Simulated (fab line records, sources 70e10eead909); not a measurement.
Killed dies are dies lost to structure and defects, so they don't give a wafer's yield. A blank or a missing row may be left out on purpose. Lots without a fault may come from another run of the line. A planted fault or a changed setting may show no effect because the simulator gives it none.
Which tool did it? | flow nand_harc | 6 lots, 18 wafers sampled, at 5 steps of a route of 1302

WHAT THE GAUGES READ, wafer by wafer
NHARC_A_ONON_D1_THK_MEAS_05: measures by ellipsometry.
lot  | measured     | on            | thk_nm (nm)
L360 | day 8 12:23  | film_metro-01 | 1009 1009 1009
L368 | day 11 20:38 | film_metro-01 | 1521 1522 1522
L374 | day 14 08:51 | film_metro-02 | 1007 1004 1003
L376 | day 15 04:20 | film_metro-01 | 1011 1010 1009
L380 | day 16 16:56 | film_metro-01 | 999 997 998
L382 | day 17 08:26 | film_metro-01 | 992 992 992

WHICH TOOL RAN EACH LOT (tool, then ch and the chambers of the sampled wafers, then the start)
lot  | NHARC_P_M2_DEGAS_29          | NHARC_P_BONDPAD_ETCH_37            | NHARC_P_BONDPAD_ACTIVATE_29        | NHARC_A_ONON_D1_DEP_03
L360 | pvd_sputter-01, day 7 02:58  | rie_diel-10 ch 1,2,3, day 7 06:30  | rie_diel-12 ch 0,2,3, day 7 09:01  | pecvd_onon-02 ch 0, day 8 11:55
L368 | pvd_sputter-03, day 10 13:28 | rie_diel-12 ch 1,3, day 10 17:16   | rie_diel-12 ch 2,3, day 10 19:50   | pecvd_onon-02 ch 0, day 11 20:11
L374 | pvd_sputter-01, day 13 01:11 | rie_diel-10 ch 0,2, day 13 04:59   | rie_diel-01 ch 0,3, day 13 07:30   | pecvd_onon-01 ch 0, day 14 08:20
L376 | pvd_sputter-03, day 13 21:41 | rie_diel-12 ch 1,2,3, day 14 01:45 | rie_diel-10 ch 0,1,3, day 14 04:16 | pecvd_onon-03 ch 0, day 15 03:49
L380 | pvd_sputter-02, day 15 10:36 | rie_diel-10 ch 0,1, day 15 14:22   | rie_diel-10 ch 0,1, day 15 16:58   | pecvd_onon-03 ch 0, day 16 16:33
L382 | pvd_sputter-02, day 16 01:13 | rie_diel-12 ch 0,2,3, day 16 04:59 | rie_diel-12 ch 0,2, day 16 07:31   | pecvd_onon-02 ch 0, day 17 07:55
- NHARC_P_M2_DEGAS_29: time 60 s.
- NHARC_P_BONDPAD_ETCH_37: etches the open film in N2/H2, target depth 60 nm, overetch 18 nm, time 65.91 s.
- NHARC_P_BONDPAD_ACTIVATE_29: chemistry N2, time 60 s.
- NHARC_A_ONON_D1_DEP_03: target thk 1000 nm.

THE ANSWER, worked out from the rows above alone
Rule: what is usual is taken from the lots themselves. Put in order of their means at a reading, lots are off if they are a third of the lots or fewer, leave a main group of 4 or more, and stand apart from it by a gap of 3 or more times the standard deviation of the main group's means; of several such gaps the widest counts. A main group whose means are all the same, to the digits that the tables above print for the reading, isn't used. A lot without any number at a reading at which 4 lots or more have one is off too. The other lots that the step has rows for count as sound.
Off: L368, at NHARC_A_ONON_D1_THK_MEAS_05 (thk_nm). The main group: mean 1003 nm, standard deviation 6.8.
A tool fits if, at a process step before that reading, it ran every lot that is off, and no sound lot after the first of them. The gauges at NHARC_A_ONON_D1_THK_MEAS_05 are tried like those tools. None of those tried fits.

WHAT THE SIMULATOR HAD PUT IN
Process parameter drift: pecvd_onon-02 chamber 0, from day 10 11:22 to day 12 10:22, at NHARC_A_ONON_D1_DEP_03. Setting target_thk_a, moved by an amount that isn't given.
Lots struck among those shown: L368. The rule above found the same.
